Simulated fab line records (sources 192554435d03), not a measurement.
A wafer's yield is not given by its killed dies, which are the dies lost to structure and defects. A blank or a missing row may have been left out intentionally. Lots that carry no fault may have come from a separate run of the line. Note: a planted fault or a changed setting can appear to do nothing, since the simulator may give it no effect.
Chamber matching -- flow n5 finfet -- N5_MOL_CONTACT_COAG_ETCH_106 on rie diel-04: 4 sister chambers
The step etches SOC in N2/H2, target depth 80 nm, overetch 16 nm, time 120 s. 16 wafers are shown with their chamber, then 8 later ones without.

WAFERS WITH THEIR CHAMBER
wafer,chamber,drypump motor current A (A),throttle valve pct (%),oes product au (a.u.)
L695.4,1,6.4,17.91,0.66
L695.5,2,5.7,17.41,0.80
L695.6,3,5.8,17.82,0.70
L696.2,1,6.4,17.90,0.66
L696.4,0,5.7,18.04,0.62
L696.6,0,5.7,18.03,0.61
L700.1,1,6.4,17.92,0.65
L700.2,3,5.8,17.84,0.68
L700.6,3,5.8,17.84,0.68
L701.1,2,5.8,17.44,0.77
L701.3,3,5.8,17.85,0.69
L701.6,2,5.8,17.45,0.78
L702.3,1,6.4,17.94,0.65
L702.4,3,5.8,17.83,0.67
L702.5,1,6.4,17.91,0.65
L711.2,0,5.7,17.70,0.84

SIGNATURES, as means of the wafers listed above
reading,chamber 0,chamber 1,chamber 2,chamber 3,scatter within a chamber
drypump motor current A,5.700,6.400,5.767,5.800,0.0236
throttle valve pct,17.9233,17.9160,17.4333,17.8360,0.0802
oes product au,0.6900,0.6540,0.7833,0.6840,0.0539
Rule: for each reading, subtract the chamber's mean from the wafer's reading, divide by that reading's scatter and square the result; add these up over the readings and take the root, which gives the wafer's distance from the chamber. If the next closest chamber is less than 2 further off than the closest, the wafer can't be placed; otherwise it belongs to the closest. The scatter is the square root of a quotient: the sum, over the shown wafers, of each reading's squared deviation from its chamber's mean, divided by wafers minus chambers.

WAFERS WITH NO CHAMBER GIVEN
wafer,drypump motor current A (A),throttle valve pct (%),oes product au (a.u.)
L711.3,5.8,17.89,0.67
L711.4,5.7,17.69,0.83
L712.3,5.8,17.87,0.67
L712.5,5.7,17.68,0.83
L712.6,5.7,17.49,0.74
L713.2,5.7,17.50,0.74
L713.5,5.8,17.88,0.66
L713.6,5.7,17.70,0.82

WHICH CHAMBER EACH ONE RAN IN
wafer,from the rows above,in truth
L711.3,3,3
L711.4,can't be placed: 0 or 2 or 3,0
L712.3,3,3
L712.5,can't be placed: 0 or 2 or 3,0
L712.6,2,2
L713.2,2,2
L713.5,3,3
L713.6,can't be placed: 0 or 2 or 3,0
Correct placement for 5 of the 8. From these rows, 3 cannot be placed; in 3 the true chamber is one of the candidates. Number placed wrongly: 0.
